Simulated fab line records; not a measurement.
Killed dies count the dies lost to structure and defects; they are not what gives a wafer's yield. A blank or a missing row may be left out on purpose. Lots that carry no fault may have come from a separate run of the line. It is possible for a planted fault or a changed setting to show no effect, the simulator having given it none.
What tool caused it? | flow nand-harc | Sampling: 6 lots, 18 wafers, 4 of 1159 route steps

== WHAT EACH GAUGE READ, for each wafer ==
NHARC_P_GATE_CD_MEAS_91: the cd target is 2000 nm.
lot  | measured     | on        | cd-nm (nm)
L807 | day 5 23:57  | cd-sem-02 | 2000.7 2001.2 2000.4
L809 | day 6 09:07  | cd-sem-01 | 2001.8 2001.5 2002.6
L812 | day 6 22:19  | cd-sem-03 | 1999.1 1998.9 2000.2
L813 | day 7 14:54  | cd-sem-01 | 1929.4 1927.9 1926.7
L826 | day 10 10:47 | cd-sem-01 | 2001.8 2002.0 2002.6
L828 | day 11 02:44 | cd-sem-03 | 1997.5 2001.9 1999.2

== WHAT TOOL EACH LOT RAN ON (gives the tool, then ch and the chambers of the sampled wafers, and finally the start) ==
lot  | NHARC_P_GATE_ALD_36               | NHARC_P_GATE_DESCUM_48             | NHARC_P_GATE_EXPOSE_88
L807 | ald-sin-04 ch 0,3, day 5 07:46    | rie-diel-09 ch 1,2, day 5 20:37    | krf-scanner-02 ch 0, day 5 23:48
L809 | ald-sin-04 ch 0,1, day 5 20:26    | rie-diel-06 ch 0,1,3, day 6 06:04  | krf-scanner-02 ch 0, day 6 08:58
L812 | ald-sin-04 ch 1,2,3, day 6 10:21  | rie-diel-06 ch 1,3, day 6 18:58    | krf-scanner-04 ch 0, day 6 22:10
L813 | ald-sin-04 ch 0,1, day 7 01:19    | rie-diel-11 ch 0,1,3, day 7 11:16  | krf-scanner-04 ch 0, day 7 14:44
L826 | ald-sin-03 ch 1,2, day 9 21:47    | rie-diel-11 ch 0,1,2, day 10 07:26 | krf-scanner-04 ch 0, day 10 10:38
L828 | ald-sin-04 ch 0,1,3, day 10 12:46 | rie-diel-11 ch 1,2,3, day 10 23:24 | krf-scanner-04 ch 0, day 11 02:35
- NHARC_P_GATE_ALD_36: deposits SiNx, target thk 20 nm, pulse time 60 s, ald cycles 223.
- NHARC_P_GATE_DESCUM_48: chemistry O2, time 3 s.
- NHARC_P_GATE_EXPOSE_88: exposes mask P HVN, target cd 2000 nm.

== THE ANSWER, worked out from the rows above alone ==
Rule: the lots themselves supply what counts as usual. Put in order of their means at a reading, lots are off if they are a third of the lots or fewer, leave a main group of 4 or more, and stand apart from it by a gap of 3 or more times the standard deviation of the main group's means; of several such gaps the widest counts. The tables above print the reading to a certain number of digits; a main group whose means all agree to those digits is not used. Also off: a lot with no number at a reading for which 4 or more lots have one. All remaining lots with rows at the step are treated as sound.
Off: L813 (NHARC_P_GATE_CD_MEAS_91, cd-nm). Mean 2000.8 nm and standard deviation 1.2 in the main group.
If a tool, at a process step before that reading, ran all the lots that are off and no sound lot after the first of them, it fits. Gauges at NHARC_P_GATE_CD_MEAS_91: tried the same way as those tools. Of those tried, none fits.

== WHAT THE SIMULATOR HAD INSERTED ==
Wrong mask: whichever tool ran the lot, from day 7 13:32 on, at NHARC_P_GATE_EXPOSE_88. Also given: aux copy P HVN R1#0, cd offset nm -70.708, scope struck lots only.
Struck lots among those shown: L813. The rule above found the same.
